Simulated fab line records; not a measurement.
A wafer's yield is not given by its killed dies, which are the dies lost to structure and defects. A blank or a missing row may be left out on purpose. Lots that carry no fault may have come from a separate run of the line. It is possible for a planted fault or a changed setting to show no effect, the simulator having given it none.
8D (eight disciplines) problem report, filled in by code || flow n5Finfet || the parts of the form that need people (team, actions taken, sign-off) are left out

== 1. WHAT IS WRONG ==
Mean of trenchDepthNm at N5_STI_FIN_REVEAL_FIN_H_MEAS_10: 42.8 nm across 6 wafers in 2 lots; on wafers with no fault it is 51.8 nm (standard deviation 1). Relative to the usual mean, that is a shift of -9.0 standard deviations.
Earliest sighting: wafer L255.1 on ocd-01 at day 5 19:02. Wafers with a number at this step in the record: 12, from 4 lots. Rule for "out" (also "out of limits"): further than 4 standard deviations from the usual mean. The other wafers with a number count as sound.

== 2. WHAT IT IS AND WHAT IT IS NOT ==
{"question": "which readings at this step", "is": "trenchDepthNm", "is not": "-"}
{"question": "which lots", "is": "L255, L258", "is not": "L253, L262"}
{"question": "which wafers of those lots", "is": "all that have a number", "is not": "-"}
{"question": "read on which gauges", "is": "ocd-01, ocd-02", "is not": "-"}
{"question": "when", "is": "from day 5 19:02", "is not": "up to then (3 sound wafers); but 3 sound wafers of L262 came after"}

== 3. THE SUSPECTS, EACH WITH WHAT RULES IT OUT ==
Counting: a tool stays on the suspect list if, at a process step up to the reading, it processed all lots that are out and no sound lot following the first of them.
- the gauge at N5_STI_FIN_REVEAL_FIN_H_MEAS_10 is ruled out. 2 gauges (ocd-01, ocd-02) read the wafers that are out.
- rieDiel-03 at N5_STI_FIN_REVEAL_ETCHBACK_08 (etches SiO2 in C4F6/O2, target depth 30.5 nm, time 10.167 s): kept. All lots that are out passed through it, beginning with L255 at day 5 15:50, and no sound lot followed; its final sound lot before that point was L253 at day 5 06:31.
After counting, what remains is rieDiel-03 at N5_STI_FIN_REVEAL_ETCHBACK_08.

== 4. THE CAUSE (what the simulator had put in) ==
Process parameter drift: rieDiel-03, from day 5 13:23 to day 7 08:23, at N5_STI_FIN_REVEAL_ETCHBACK_08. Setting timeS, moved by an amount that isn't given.
After counting, this tool was the only one left.

== 5. SEQUENCE OF EFFECTS, ordered by route ==
One row per reading whose mean, taken over the struck wafers that have a number, lies over 3 standard deviations from the usual. Scope: only readings with a usual standard deviation given in the record; hours: median across lots of the time from each lot's start at the first step in this table that gives one to its start at this step; sigmas: change in usual standard deviations.
{"hours": 0, "step": "N5_STI_FIN_REVEAL_FIN_H_MEAS_10", "reading": "trenchDepthNm", "usual": "51.8 nm", "on struck wafers": 42.8, "change": -9.0, "sigmas": -9.0}
{"hours": 179, "step": "N5_BEOL_M4_RC_MEAS_101", "reading": "DIBL_N", "usual": "36.4 mV/V", "on struck wafers": 105.2, "change": "+68.8", "sigmas": "+31"}
{"hours": 179, "step": "N5_BEOL_M4_RC_MEAS_101", "reading": "DIBL_P", "usual": "36.3 mV/V", "on struck wafers": 66.5, "change": "+30.2", "sigmas": "+12"}
{"hours": 179, "step": "N5_BEOL_M4_RC_MEAS_101", "reading": "IOFF_N", "usual": "0.17 nA/um", "on struck wafers": 21.06, "change": "+20.89", "sigmas": "+99 or more"}
{"hours": 179, "step": "N5_BEOL_M4_RC_MEAS_101", "reading": "IOFF_N_85C", "usual": "3.3 nA/um", "on struck wafers": 185.4, "change": "+182.1", "sigmas": "+99 or more"}
{"hours": 179, "step": "N5_BEOL_M4_RC_MEAS_101", "reading": "IOFF_N_LIN", "usual": "0.076 nA/um", "on struck wafers": 0.339, "change": "+0.263", "sigmas": "+16"}
{"hours": 179, "step": "N5_BEOL_M4_RC_MEAS_101", "reading": "IOFF_P", "usual": "0.23 nA/um", "on struck wafers": 8.90, "change": "+8.67", "sigmas": "+99 or more"}
{"hours": 179, "step": "N5_BEOL_M4_RC_MEAS_101", "reading": "IOFF_P_85C", "usual": "3.9 nA/um", "on struck wafers": 81.7, "change": "+77.8", "sigmas": "+99 or more"}
{"hours": 179, "step": "N5_BEOL_M4_RC_MEAS_101", "reading": "IOFF_P_LIN", "usual": "0.106 nA/um", "on struck wafers": 0.304, "change": "+0.198", "sigmas": "+12"}
{"hours": 179, "step": "N5_BEOL_M4_RC_MEAS_101", "reading": "ION_N", "usual": "674 uA/um", "on struck wafers": 594, "change": -80, "sigmas": -4.7}
{"hours": 179, "step": "N5_BEOL_M4_RC_MEAS_101", "reading": "ION_P", "usual": "464 uA/um", "on struck wafers": 406, "change": -58, "sigmas": -5.3}
{"hours": 179, "step": "N5_BEOL_M4_RC_MEAS_101", "reading": "SS_N", "usual": "71.7 mV/dec", "on struck wafers": 149.4, "change": "+77.7", "sigmas": "+79"}
{"hours": 179, "step": "N5_BEOL_M4_RC_MEAS_101", "reading": "SS_P", "usual": "73.3 mV/dec", "on struck wafers": 117.0, "change": "+43.7", "sigmas": "+52"}
{"hours": 289, "step": "N5_PASSIVATION_PROBE_49", "reading": "sort_bin_4_leakage", "usual": "0 %", "on struck wafers": 91, "change": "+91", "sigmas": "+25"}
{"hours": 289, "step": "N5_PASSIVATION_PROBE_49", "reading": "sortNPass", "usual": 1069, "on struck wafers": 0, "change": -1069, "sigmas": -21}
{"hours": 289, "step": "N5_PASSIVATION_PROBE_49", "reading": "sortYieldPct", "usual": "91 %", "on struck wafers": 0, "change": -91, "sigmas": -21}
It contains these process steps:
- N5_PASSIVATION_PROBE_49

== 6. HOW IT WOULD HAVE BEEN CAUGHT EARLIER ==
Counted from the fault's start at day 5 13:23, it took 6 hours until the first out-of-limits reading at a measuring or inspecting step in this record, taken at day 5 19:02.
An alarm limit of 4 standard deviations would not have fired on the tool readings at N5_STI_FIN_REVEAL_ETCHBACK_08 for which the record gives a usual standard deviation, since none of them was out on any struck wafer.
Among the 2 lots that are out, L258 began N5_STI_FIN_REVEAL_ETCHBACK_08 on rieDiel-03 after day 5 19:02. Putting the tool on hold at that point would have spared it.
